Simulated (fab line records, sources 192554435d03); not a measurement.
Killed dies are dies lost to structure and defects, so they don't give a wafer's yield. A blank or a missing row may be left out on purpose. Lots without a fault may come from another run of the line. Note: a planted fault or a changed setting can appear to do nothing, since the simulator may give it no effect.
Which tool is to blame?    flow n5_finfet    11 lots with 31 wafers sampled at 4 steps, on a route of 1938 steps

## WHAT THE GAUGES SHOWED, per wafer
N5_BEOL_M6_CD_MEAS_35: target cd 40 nm, target cd y 28 nm. Usual: cd_nm 40.0 nm, standard deviation 0.5.
lot   measured      on         cd_nm (nm)      flag
L763  day 9 07:55   cd_sem-02  40.6 40.2 40.1  
L765  day 9 14:38   cd_sem-01  40.4 39.9 39.3  
L768  day 10 10:37  cd_sem-01  39.7 40.4 40.3  
L769  day 10 16:17  cd_sem-01  39.9 40.0 40.2  
L770  day 11 03:32  cd_sem-03  39.6 39.9 39.9  
L771  day 11 08:03  cd_sem-01  39.7 39.9 39.2  
L773  day 11 14:39  cd_sem-03  40.3 39.9 39.5  
L772  day 11 14:53  cd_sem-02  40.0 39.9 39.5  
L778  day 13 00:28  cd_sem-01  39.1 39.6       
L777  day 13 07:16  cd_sem-02  40.1 39.6       
L783  day 14 02:07  cd_sem-01  39.8 39.5 39.1  

N5_BEOL_M7_THK_MEAS_01. Usual: M7_ILD_THK gives 155.1 nm (standard deviation 1.8).
lot   measured      on             M7_ILD_THK (nm)    flag
L763  day 9 11:12   film_metro-02  153.3 152.8 155.9  
L765  day 9 17:26   film_metro-01  154.0 153.6 152.8  
L768  day 10 14:54  film_metro-02  156.2 154.9 157.1  
L769  day 10 18:59  film_metro-01  152.1 155.4 155.9  
L770  day 11 09:22  film_metro-01  153.5 150.7 155.6  
L771  day 11 11:00  film_metro-02  154.9 153.7 156.0  
L773  day 11 17:58  film_metro-02  151.6 154.1 154.7  
L772  day 11 18:19  film_metro-01  153.4 154.8 156.2  
L778  day 13 05:00  film_metro-01  122.9 157.4        OFF
L777  day 13 10:56  film_metro-01  155.3 122.4        OFF
L783  day 14 05:35  film_metro-01  155.9 122.8 157.9  OFF

## WHAT TOOL EACH LOT RAN ON (gives the tool, then ch and the chambers of the sampled wafers, and finally the start)
lot   N5_BEOL_M6_STRIP_80                            N5_BEOL_M7_ILD_DEP_00
L763  rie_diel-01 ch 1,2,3, day 9 07:55 or earlier   pecvd-01 ch 1,2, day 9 10:38
L765  rie_diel-06 ch 0,2,3, day 9 14:38 or earlier   pecvd-03 ch 0,1,2, day 9 16:52
L768  rie_diel-06 ch 0,1,3, day 10 10:37 or earlier  pecvd-03 ch 0,1,2, day 10 14:19
L769  rie_diel-06 ch 0,2,3, day 10 16:17 or earlier  pecvd-01 ch 0,1, day 10 18:23
L770  rie_diel-06 ch 2,3, day 11 03:32 or earlier    pecvd-04 ch 0,2, day 11 08:05
L771  rie_diel-01 ch 0,3, day 11 08:03 or earlier    pecvd-04 ch 0,1,2, day 11 10:25
L773  rie_diel-04 ch 2,3, day 11 14:39 or earlier    pecvd-01 ch 0,1,2, day 11 17:21
L772  rie_diel-01 ch 0,3, day 11 14:53 or earlier    pecvd-01 ch 1,2, day 11 17:44
L778  rie_diel-01 ch 1,2, day 13 00:28 or earlier    pecvd-01 ch 1,2, day 13 04:13
L777  rie_diel-04 ch 2,3, day 13 07:16 or earlier    pecvd-01 ch 0, day 13 10:22
L783  rie_diel-01 ch 0,2,3, day 14 02:07 or earlier  pecvd-01 ch 0,2, day 14 04:31
- N5_BEOL_M6_STRIP_80: strips in N2/H2, time 10 s.
- N5_BEOL_M7_ILD_DEP_00: deposits SiCOH lowk from DEMS/porogen, target thk 179.75 nm, time 33.4 s.

## AS READ BY THE TOOLS THEMSELVES (means over the sampled wafers that have a number; for cases with no such wafer, the mark the record gives instead)
N5_BEOL_M6_STRIP_80. Usual: drypump_motor_current_A 5.7 A, standard deviation 0.5; oes_product_au 0.80 a.u., standard deviation 0.095; rf_vpp_V 59.2 V, standard deviation 0.9; showerhead_plenum_p_Torr 2.55 Torr, standard deviation 0.089; throttle_valve_pct 23.63 %, standard deviation 0.19.
lot   tool         drypump_motor_current_A (A)  oes_product_au (a.u.)  rf_vpp_V (V)  showerhead_plenum_p_Torr (Torr)  throttle_valve_pct (%)  flag
L763  rie_diel-01  5.4                          0.84                   58.9          2.53                             23.47                   
L765  rie_diel-06  5.9                          0.80                   59.1          2.59                             23.55                   
L768  rie_diel-06  5.9                          0.72                   60.0          2.59                             23.65                   
L769  rie_diel-06  5.9                          0.79                   59.4          2.59                             23.56                   
L770  rie_diel-06  6.4                          0.79                   58.7          2.58                             23.49                   
L771  rie_diel-01  5.7                          0.87                   59.2          2.59                             23.65                   
L773  rie_diel-04  6.2                          0.82                   59.5          2.60                             23.67                   
L772  rie_diel-01  5.5                          0.88                   59.0          2.59                             23.80                   
L778  rie_diel-01  5.2                          0.76                   58.8          2.49                             23.50                   
L777  rie_diel-04  6.0                          0.78                   60.8          2.54                             23.64                   
L783  rie_diel-01  5.6                          0.80                   59.5          2.56                             23.69                   

N5_BEOL_M7_ILD_DEP_00. Usual: heater_power_w 320 W, standard deviation 61; showerhead_plenum_p_Torr 5.747 Torr, standard deviation 0.012; throttle_valve_pct 13.6 %, standard deviation 0.55.
lot   tool      heater_power_w (W)  showerhead_plenum_p_Torr (Torr)  throttle_valve_pct (%)  flag
L763  pecvd-01  291                 5.750                            13.7                    
L765  pecvd-03  381                 5.741                            13.5                    
L768  pecvd-03  371                 5.740                            13.5                    
L769  pecvd-01  276                 5.747                            13.7                    
L770  pecvd-04  259                 5.745                            13.2                    
L771  pecvd-04  297                 5.753                            13.5                    
L773  pecvd-01  302                 5.752                            13.6                    
L772  pecvd-01  307                 5.747                            13.7                    
L778  pecvd-01  307                 5.751                            13.7                    
L777  pecvd-01  286                 5.738                            13.4                    
L783  pecvd-01  315                 5.753                            13.6                    

## THE ANSWER, worked out from the rows above alone
Rule: a lot is off if the mean of its wafers that have a number lies more than 3 standard deviations from the usual mean. A lot without any number at a reading at which 4 lots or more have one is off too. Where the step has rows for the other lots, those lots are counted as sound. The gauges are gone through in route order, then the tools' own readings, and for those a lot's mean is taken as printed above. At the first step where some lot is off, the reading lying furthest off is the one used; lots without a number count as furthest.
Off: L778, L777, L783, seen at N5_BEOL_M7_THK_MEAS_01 (M7_ILD_THK).
If a tool, at a process step before that reading, ran all the lots that are off and no sound lot after the first of them, it fits. Gauges at N5_BEOL_M7_THK_MEAS_01: tried the same way as those tools. N5_BEOL_M6_STRIP_80: start missing for some lots; hours and lot order therefore follow N5_BEOL_M6_CD_MEAS_35. This does not decide it: 2 tools fit, namely pecvd-01 at N5_BEOL_M7_ILD_DEP_00 and film_metro-01 at N5_BEOL_M7_THK_MEAS_01.

## WHAT THE SIMULATOR PUT IN
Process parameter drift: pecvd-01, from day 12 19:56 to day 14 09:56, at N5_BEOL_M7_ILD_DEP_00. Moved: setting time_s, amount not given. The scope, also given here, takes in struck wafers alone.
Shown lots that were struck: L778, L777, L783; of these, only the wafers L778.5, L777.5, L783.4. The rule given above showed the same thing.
